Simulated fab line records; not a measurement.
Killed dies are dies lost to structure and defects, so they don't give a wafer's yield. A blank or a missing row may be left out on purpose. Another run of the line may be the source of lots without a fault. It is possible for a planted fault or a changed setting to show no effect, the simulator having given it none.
8D (eight disciplines) problem report, filled in by code | flow nand harc | the parts of the form that need people (team, actions taken, sign-off) are left out

1. PROBLEM STATEMENT
time to endpoint s at NHARC_P_M1_CMP_23 reads a mean of 12.8 s on 9 wafers of 3 lots; wafers without a fault read 28.1 s with a standard deviation of 2.7. That puts it -5.7 standard deviations away from the usual mean.
The step: polishes, t overpolish 20 s, target thk 157.82 nm.
First seen on wafer L117.1, day 10 15:40, on cmp-04. The record has a number at this step for 39 wafers belonging to 13 lots. Rule for "out" (also "out of limits"): further than 4 standard deviations from the usual mean. Any other wafer with a number is counted as sound.

2. WHAT THIS IS AND IS NOT
question                    | is                     | is not
which readings at this step | time to endpoint s     | motor current A
which lots                  | L117, L118, L119       | L108, L109, L111, L112, L122, L123, L125, L126, L127, L130
which wafers of those lots  | all that have a number | -
read on which tools         | cmp-03, cmp-04         | cmp-01
when                        | from day 10 15:40      | up to then (12 sound wafers); but 18 sound wafers of L122, L123, L125, L126, L127, L130 came after

3. SUSPECTS, AND WHAT RULES EACH OUT
Counting: a tool at a process step up to the reading stays a suspect if it ran every lot that is out and no sound lot after the first of them.
- pecvd-01 at NHARC_P_M0_PRE_CLEAN_31 (time 12 s): ruled out as a lasting fault. Sound lots L123, L125, L130 ran on it after its first lot that is out, L117 (day 10 12:00).
- ecd cu-01 at NHARC_P_M1_ECD_22 (material Cu, target thk 400 nm): ruled out as a lasting fault. Sound lots L126, L127 ran on it after its first lot that is out, L117 (day 10 14:56).
Left after counting: nothing in the record.

4. THE CAUSE (what the simulator had put in)
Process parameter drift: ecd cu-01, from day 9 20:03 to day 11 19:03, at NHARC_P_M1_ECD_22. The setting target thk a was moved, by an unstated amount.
The count ruled it out by mistake, since the rule takes a fault to strike every lot its tool runs from the start of the fault on, and this one did not do so.

5. SEQUENCE OF EFFECTS, ordered by route
Rows list readings where the struck wafers' mean (over those with a number) sits beyond 3 standard deviations from the usual. Only readings whose record carries a usual standard deviation are examined. hours: median over the lots of the time between each lot's start at the first step of this table that gives one and its start at this step. sigmas: the change, counted in usual standard deviations.
hours | step              | reading            | usual  | on struck wafers | change | sigmas
0     | NHARC_P_M1_CMP_23 | time to endpoint s | 28.1 s | 12.8             | -15.3  | -5.7
It contains these process steps:
- NHARC_P_M1_CMP_23: polishes, t overpolish 20 s, target thk 157.82 nm.
Later steps that measure or inspect, where all struck wafers having a row at the step show a number for every such reading and not one has moved that far: NHARC_END_SORT_01.

6. WHAT WOULD HAVE CAUGHT IT SOONER
In this record no reading fell out of limits until day 10 15:40, 20 hours after the fault had begun at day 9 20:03.
Tool readings at NHARC_P_M1_ECD_22 with a usual standard deviation given in the record: none out on any struck wafer, hence no alarm at a limit of 4 standard deviations on them.
